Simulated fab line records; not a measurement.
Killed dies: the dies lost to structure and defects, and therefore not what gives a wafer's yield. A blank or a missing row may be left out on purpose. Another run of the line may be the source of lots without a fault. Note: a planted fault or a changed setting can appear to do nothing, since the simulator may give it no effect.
fab line records -- flow n5_finfet -- part 2 of 2: steps 24 to 30 of 30
[record] lots = 5, wafers = 15, last_day = 17
route steps=1938 shown BEOL_M9@1465 BEOL_M10@1470
lots that met no fault: taken from a fault-free run of the same line
start_h: start of the lot's first displayed wafer, in hours after the record's first day -- wait_h: hours from the lot's prior step to this one -- " same as the row above -- L1.1+2: one row covering several wafers at once -- - no value present, or no start provided -- * or withheld: withheld -- < > ~ a bound
route shown NAME@n: NAME is a module with steps in the file, n the number in the route of the first one -- usual: the fault-free wafers' mean and standard deviation -- same: alike in all rows -- chamber/n: place in a boat -- sites: readings site by site -- _std_site: how widely they spread, as a standard deviation -- _edge_site: the outer-site mean with the inner-site mean subtracted -- radius_mm: how far each site lies from the wafer's centre -- mask NAME#n: copy n -- behind: the most recent tool/chamber to have shaped the wafer -- hold: why the lot went on hold/how many hours it stayed there/how the hold came to an end -- device: transistor that didn't switch, given as n, p or np -- end of line: at the end of the route, the tests of the same wafers -- a step given without rows: its recipe and nothing more -- killed: dies lost to structure and defects at the first sort, not the wafer's yield -- map: dies across one wafer; x = killed, . = not, _ = none there
set.NAME: the setting that was run; set.NAME@STEP: the one run at that earlier step -- model.NAME: the simulator's own value behind a step, which no gauge read
lots at selected steps of the route; one table per step, one row per wafer
services: when a tool's chamber went out of use (start_h, in hours from the record's first day, below 0 if earlier), for how many hours, and the reason
[[steps]]
[step N5_BEOL_M10_ETCH_62]
[recipe] chemistry = N2/H2, target = SOC, target_depth_a = 1100, overetch_a = 220, mask_material = SiARC, temp_c = 40, time_s = 165, ion_energy_ev = 200, pressure_mtorr = 30, source_w = 840, bias_w = 150, n2_flow_sccm = 200, h2_flow_sccm = 200
[usual] drypump_motor_current_A = 5.8/0.38, oes_product_au = 0.70/0.061, rf_vpp_V = 524.4/2.9, showerhead_plenum_p_Torr = 2.57/0.1, throttle_valve_pct = 17.81/0.2
lot.wafer,tool,chamber,start_h,wait_h,drypump_motor_current_A,oes_product_au,rf_hours_counter_h,rf_vpp_V,showerhead_plenum_p_Torr,throttle_valve_pct
L084.2,rie_diel-06,2,262.47,0.0,6.3,0.75,45,528.4,2.71,17.56
L084.3,rie_diel-06,0,262.47,0.0,5.7,0.76,35,528.7,2.70,17.72
L084.4,rie_diel-06,3,262.47,0.0,5.6,0.76,20,521.5,2.49,17.76
L088.1,rie_diel-02,3,288.50,0.0,6.6,0.63,137,526.7,2.66,17.70
L088.2,rie_diel-02,2,288.50,0.0,5.7,0.62,173,521.1,2.43,18.07
L088.5,rie_diel-02,1,288.50,0.0,5.6,0.73,-,523.1,2.49,17.65
L086.1,rie_diel-02,0,290.86,0.0,6.1,0.73,52,523.9,2.49,17.81
L086.4,rie_diel-02,1,290.86,0.0,5.6,0.73,49,522.7,2.49,17.64
L086.5,rie_diel-02,0,290.86,0.0,6.1,0.72,-,524.0,2.49,17.82
L089.1,rie_diel-06,0,304.16,0.0,5.7,0.74,49,527.9,2.69,17.74
L089.3,rie_diel-06,2,304.16,0.0,6.3,0.72,57,528.1,2.70,17.60
L089.4,rie_diel-06,1,304.16,0.0,5.2,0.59,247,526.9,2.60,18.15
L095.1,rie_diel-02,1,353.22,0.0,5.7,0.70,71,522.0,2.48,17.69
L095.2,rie_diel-02,3,353.22,0.0,6.6,0.62,162,526.5,2.65,17.75
L095.3,rie_diel-02,0,353.22,0.0,6.1,0.70,75,521.2,2.48,17.86
[step N5_BEOL_M10_STRIP_68]
[recipe] chemistry = N2/H2, temp_c = 40, n2_flow_sccm = 200, h2_flow_sccm = 200, rf_frequency_hz = 6e+07
lot.wafer,tool,chamber,start_h,wait_h
L084.2+3+4,rie_diel-06,"2,0,3",262.60,0.1
L088.1+2+5,rie_diel-02,"3,2,1",288.63,0.1
L086.1+4+5,rie_diel-02,"0,1,0",291.00,0.1
L089.1+3+4,rie_diel-06,"0,2,1",304.30,0.1
L095.1+2+3,rie_diel-02,"1,3,0",353.36,0.1
[step N5_BEOL_M10_STRIP_67]
[recipe] chemistry = CF4, resist = SiARC, power_w = 300, bias_power_w = 75, pressure_mtorr = 50, cf4_flow_sccm = 150, rf_frequency_hz = 6e+07
[usual] drypump_motor_current_A = 5.8/0.38, oes_product_au = 0.83/0.072, rf_vpp_V = 271.5/1.7, showerhead_plenum_p_Torr = 1.81/0.068, throttle_valve_pct = 13.53/0.27
lot.wafer,tool,chamber,start_h,wait_h,drypump_motor_current_A,oes_product_au,rf_hours_counter_h,rf_vpp_V,showerhead_plenum_p_Torr,throttle_valve_pct
L084.2,rie_diel-06,2,262.61,0.0,6.3,0.87,45,272.9,1.90,13.26
L084.3,rie_diel-06,0,262.61,0.0,5.7,0.90,35,274.5,1.90,13.45
L084.4,rie_diel-06,3,262.61,0.0,5.6,0.90,20,271.3,1.76,13.43
L088.1,rie_diel-02,3,288.64,0.0,6.6,0.75,137,272.4,1.87,13.50
L088.2,rie_diel-02,2,288.64,0.0,5.6,0.73,173,270.2,1.72,13.92
L088.5,rie_diel-02,1,288.64,0.0,5.6,0.87,-,270.1,1.75,13.29
L086.1,rie_diel-02,0,291.01,0.0,6.1,0.86,52,271.0,1.74,13.33
L086.4,rie_diel-02,1,291.01,0.0,5.6,0.86,49,270.1,1.75,13.31
L086.5,rie_diel-02,0,291.01,0.0,6.1,0.86,-,271.5,1.74,13.32
L089.1,rie_diel-06,0,304.31,0.0,5.7,0.87,49,273.4,1.89,13.50
L089.3,rie_diel-06,2,304.31,0.0,6.3,0.85,57,274.4,1.90,13.31
L089.4,rie_diel-06,1,304.31,0.0,5.2,0.69,247,272.6,1.84,14.10
L095.1,rie_diel-02,1,353.37,0.0,5.7,0.83,71,268.9,1.74,13.36
L095.2,rie_diel-02,3,353.37,0.0,6.6,0.74,162,272.2,1.87,13.56
L095.3,rie_diel-02,0,353.37,0.0,6.1,0.83,75,271.0,1.74,13.36
[step N5_BEOL_M10_HM_OPEN_17]
[recipe] chemistry = Cl2/BCl3, target_depth_a = 200, overetch_a = 60, target = TiN, mask_material = SOC, ion_energy_ev = 150, pressure_mtorr = 10, icp_w = 1000, bias_w = 126, Cl2_flow_sccm = 53.25, bcl3_flow_sccm = 21.75, Ar_flow_sccm = 25
[usual] drypump_motor_current_A = 5.7/0.53, oes_product_au = 0.67/0.11, throttle_valve_pct = 22.07/0.21
lot.wafer,tool,chamber,start_h,wait_h,drypump_motor_current_A,oes_product_au,rf_hours_counter_h,throttle_valve_pct
L084.2,rie_metal-01,1,262.65,0.0,5.2,0.82,2,22.06
L084.3,rie_metal-01,1,262.65,0.0,5.2,0.82,-,22.08
L084.4,rie_metal-01,0,262.65,0.0,6.8,0.66,-,21.85
L088.1,rie_metal-03,1,288.68,0.0,5.7,0.78,3,21.99
L088.2,rie_metal-03,0,288.68,0.0,5.5,0.54,117,22.46
L088.5,rie_metal-03,1,288.68,0.0,5.7,0.78,-,22.00
L086.1,rie_metal-02,1,291.05,0.0,5.4,0.68,29,22.06
L086.4,rie_metal-02,0,291.05,0.0,5.6,0.84,-,21.67
L086.5,rie_metal-02,1,291.05,0.0,5.3,0.68,-,22.07
L089.1,rie_metal-03,0,304.35,0.0,5.4,0.53,119,22.47
L089.3,rie_metal-03,1,304.35,0.0,5.7,0.76,-,22.02
L089.4,rie_metal-03,0,304.35,0.0,5.4,0.53,-,22.47
L095.1,rie_metal-03,0,353.41,0.0,5.5,0.83,2,22.04
L095.2,rie_metal-03,1,353.41,0.0,5.7,0.74,9,22.00
L095.3,rie_metal-03,1,353.41,0.0,5.7,0.75,-,22.00
[step N5_BEOL_M10_STRIP_19]
[recipe] chemistry = O2, power_w = 400, temp_c = 40, pressure_mtorr = 30, rf_frequency_hz = 6e+07, bias_power_w = 0, overash_fraction = 0.2, o2_flow_sccm = 225
[usual] drypump_motor_current_A = 5.9/0.35, oes_product_au = 0.83/0.073, rf_vpp_V = 3.7/0.64, showerhead_plenum_p_Torr = 2.10/0.077, throttle_valve_pct = 16.62/0.22
lot.wafer,tool,chamber,start_h,wait_h,drypump_motor_current_A,oes_product_au,rf_hours_counter_h,rf_vpp_V,showerhead_plenum_p_Torr,throttle_valve_pct
L084.2,rie_diel-05,0,262.77,0.1,5.8,0.80,87,3.2,2.21,17.03
L084.3,rie_diel-05,2,262.77,0.1,6.0,0.97,0,2.4,2.14,16.62
L084.4,rie_diel-05,3,262.77,0.1,5.7,0.88,44,2.8,2.06,16.58
L088.1,rie_diel-02,3,288.79,0.1,6.6,0.74,137,3.9,2.19,16.58
L088.2,rie_diel-02,2,288.79,0.1,5.7,0.73,173,3.4,2.00,16.99
L088.5,rie_diel-02,1,288.79,0.1,5.7,0.87,-,3.7,2.04,16.46
L086.1,rie_diel-05,2,291.16,0.1,6.0,0.92,11,4.1,2.14,16.61
L086.4,rie_diel-05,0,291.16,0.1,5.7,0.79,98,3.6,2.20,17.04
L086.5,rie_diel-05,3,291.16,0.1,5.7,0.86,-,3.1,2.05,16.61
L089.1,rie_diel-06,2,304.46,0.1,6.3,0.85,57,3.7,2.21,16.32
L089.3,rie_diel-06,0,304.46,0.1,5.7,0.87,49,3.9,2.22,16.59
L089.4,rie_diel-06,2,304.46,0.1,6.3,0.86,-,4.5,2.21,16.32
L095.1,rie_diel-05,0,353.64,0.2,5.8,0.77,110,3.4,2.20,17.07
L095.2,rie_diel-05,1,353.64,0.2,5.4,0.86,65,3.0,2.03,16.51
L095.3,rie_diel-05,3,353.64,0.2,5.7,0.83,74,3.4,2.05,16.67
[step N5_BEOL_M10_CD_MEAS_18]
[recipe] pitch_nm = 140, target_cd_nm = 70
[usual] cd_nm = 70.0/0.47
lot.wafer,tool,chamber,start_h,wait_h,cd_nm
L084.2,cd_sem-01,-,262.85,0.1,69.9
L084.3,cd_sem-01,-,262.85,0.1,70.7
L084.4,cd_sem-01,-,262.85,0.1,70.1
L088.1,cd_sem-01,-,288.86,0.0,69.7
L088.2,cd_sem-01,-,288.86,0.0,69.8
L088.5,cd_sem-01,-,288.86,0.0,70.0
L086.1,cd_sem-02,-,291.23,0.0,69.7
L086.4,cd_sem-02,-,291.23,0.0,69.4
L086.5,cd_sem-02,-,291.23,0.0,69.8
L089.1,cd_sem-03,-,304.53,0.0,70.2
L089.3,cd_sem-03,-,304.53,0.0,69.9
L089.4,cd_sem-03,-,304.53,0.0,69.8
L095.1,cd_sem-03,-,353.71,0.0,69.3
L095.2,cd_sem-03,-,353.71,0.0,69.5
L095.3,cd_sem-03,-,353.71,0.0,69.7
[step N5_BEOL_M10_COAT_63]
[recipe] resist = SOC, temp_c = 250, time_s = 60, spin_rpm = 1500, resist_thk_nm = 100
[usual] dispense_pressure_kPa = 50/3.8
lot.wafer,tool,chamber,start_h,wait_h,dispense_pressure_kPa
L084.2,litho_track-03,0,264.50,1.7,55
L084.3,litho_track-03,0,264.50,1.7,55
L084.4,litho_track-03,0,264.50,1.7,55
L088.1,litho_track-03,0,289.43,0.6,55
L088.2,litho_track-03,0,289.43,0.6,55
L088.5,litho_track-03,0,289.43,0.6,55
L086.1,litho_track-01,0,291.46,0.2,47
L086.4,litho_track-01,0,291.46,0.2,48
L086.5,litho_track-01,0,291.46,0.2,47
L089.1,litho_track-02,0,305.23,0.7,47
L089.3,litho_track-02,0,305.23,0.7,47
L089.4,litho_track-02,0,305.23,0.7,47
L095.1,litho_track-01,0,354.29,0.6,47
L095.2,litho_track-01,0,354.29,0.6,47
L095.3,litho_track-01,0,354.29,0.6,47
[[services]]
tool,chamber,start_h,hours,kind
rie_metal-03,1,239.36,5.0,repair
pecvd-03,1,239.79,1.8,repair
arfi_scanner-02,-,263.91,0.8,pm
uv_cure-02,-,264.58,7.5,pm
pecvd-02,1,264.72,3.6,repair
rie_diel-06,-,265.39,0.7,repair
rie_diel-06,-,270.83,0.2,repair
rie_diel-02,0,279.12,2.5,repair
uv_cure-01,-,282.43,2.8,pm
arfi_scanner-02,-,283.91,1.2,repair
rie_diel-06,2,288.40,8.9,repair
arfi_scanner-02,-,290.17,1.0,pm
pecvd-04,-,291.55,0.6,repair
uv_cure-02,-,294.95,2.1,pm
arfi_scanner-03,-,298.42,1.4,repair
rie_diel-06,1,304.37,12.7,repair
arfi_scanner-02,-,311.22,1.3,pm
rie_diel-02,2,312.47,4.1,repair
rie_metal-03,1,313.58,5.8,repair
pecvd-03,-,325.00,1.4,repair
rie_diel-05,0,342.72,3.9,repair
pecvd-03,-,345.41,1.7,repair
rie_metal-03,-,347.60,1.4,pm
arfi_scanner-02,-,352.40,3.9,pm
